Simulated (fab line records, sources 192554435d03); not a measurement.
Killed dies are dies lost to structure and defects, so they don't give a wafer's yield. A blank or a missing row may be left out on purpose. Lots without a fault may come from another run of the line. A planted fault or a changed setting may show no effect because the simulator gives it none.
A struck lot beside a sound one | flow n5_finfet | 16 steps out of a route of 1938
Sound: wafers L359.3, L359.4, L359.5. Struck: wafers L369.1, L369.3, L369.6. The cause comes at the end.
At each step with rows: each side's tool, then ch and its chambers, then its first start. Under that, the readings that differ: sound wafers | struck wafers | difference of the means | sigmas: that difference in standard deviations of wafers without a fault.
alike: readings whose means differ by less than 2 such deviations, and words and numbers that are the same on both sides. not compared: withheld readings, readings that some wafer has no value for, bounds like >300 that may hide the same value, and numbers for which the record gives no deviation and whose values overlap.
The two part at a step that has a row with sigmas, a row that says differs or no value, or rows on one side only. Numbers that don't overlap but have no deviation are shown without sigmas and don't part them. A reading that every wafer of one side lacks parts them only if that side has two wafers or more.

first, 8 steps without rows for these wafers: N5_WELL_APT_HMDS_01 (time 60 s); N5_WELL_APT_COAT_02 (resist thk 950 nm); N5_WELL_APT_EBR_04; N5_WELL_APT_SOFTBAKE_03 (time 60 s); N5_WELL_APT_EXPOSE_05 (exposes mask NWELL, defocus 0 nm, target cd 200 nm); N5_WELL_APT_PEB_06 (peb time 90 s); N5_WELL_APT_DEVELOP_07 (develop time 45 s); N5_WELL_APT_HARDBAKE_12 (time 120 s).
N5_WELL_APT_CD_MEAS_08: target cd 200 nm.
  sound on cd_sem-01 ch 0, day 1 19:41; struck on cd_sem-02 ch 0, day 4 07:41
  alike: cd_nm
N5_WELL_APT_OVL_MEAS_09:
  sound on overlay-01 ch 0, day 1 19:43; struck on overlay-01 ch 0, day 4 07:43
  reading        | sound    | struck  | difference | sigmas
  NWELL_OVL (nm) | -5 -4 -9 | 12 2 10 | +14        | +2
N5_WELL_APT_INSPECT_10: inspects for defects (macro).
  sound on defect_inspect-01, day 1 19:44; struck on defect_inspect-01, day 4 07:44
  alike: raw_defect_count
N5_WELL_APT_DESCUM_13: chemistry O2, time 7.9 s.
  sound on rie_diel-02 ch 0,1, day 1 20:05; struck on rie_diel-05 ch 0,1,3, day 4 07:46
  alike: bias_power_w, drypump_motor_current_A, oes_product_au, rf_vpp_V, showerhead_plenum_p_Torr, throttle_valve_pct
  not compared: rf_hours_counter_h
N5_WELL_APT_IMPLANT_14:
  sound on implanter-01 ch 0, day 1 20:15; struck on implanter-01 ch 0, day 4 08:15
  alike: faraday_current_uA
then, 1 step without rows for these wafers: N5_WELL_APT_IMPLANT_15.
-- the record jumps here: 8 days lie between the struck wafers' starts before and after (it left off in module WELL_APT and takes up again in module BEOL_M4, whose first step shown is number 1111 of the route) --
N5_BEOL_M4_RC_MEAS_101:
  sound on prober-02 ch 0, day 9 00:41; struck on prober-02 ch 0, day 12 06:14
  alike: DIBL_N, DIBL_P, IOFF_N, IOFF_P, ION_N, ION_P, SS_N, SS_P, VT_N, VT_P
-- the record jumps here: 5 days lie between the struck wafers' starts before and after (it left off in module BEOL_M4 and takes up again in module PASSIVATION, whose first step shown is number 1936 of the route) --
N5_PASSIVATION_PROBE_49:
  sound on prober-02, day 13 07:19; struck on prober-01, day 16 19:58
  alike: defect_limited_yield, killed_at_M0_to_M3, killed_at_M4_up, killed_at_contacts, killed_at_front_end, killed_at_other, killed_dies, killed_open, killed_short, sort_bin_5_function, sort_bin_6_memory, sort_n_pass, sort_yield_pct

WHERE THEY PART
Only at N5_WELL_APT_OVL_MEAS_09, within this record. Later steps at which nothing parts them and some readings are alike: N5_WELL_APT_INSPECT_10, N5_WELL_APT_DESCUM_13, N5_WELL_APT_IMPLANT_14, N5_BEOL_M4_RC_MEAS_101, N5_PASSIVATION_PROBE_49.

WHY: what the simulator had put in
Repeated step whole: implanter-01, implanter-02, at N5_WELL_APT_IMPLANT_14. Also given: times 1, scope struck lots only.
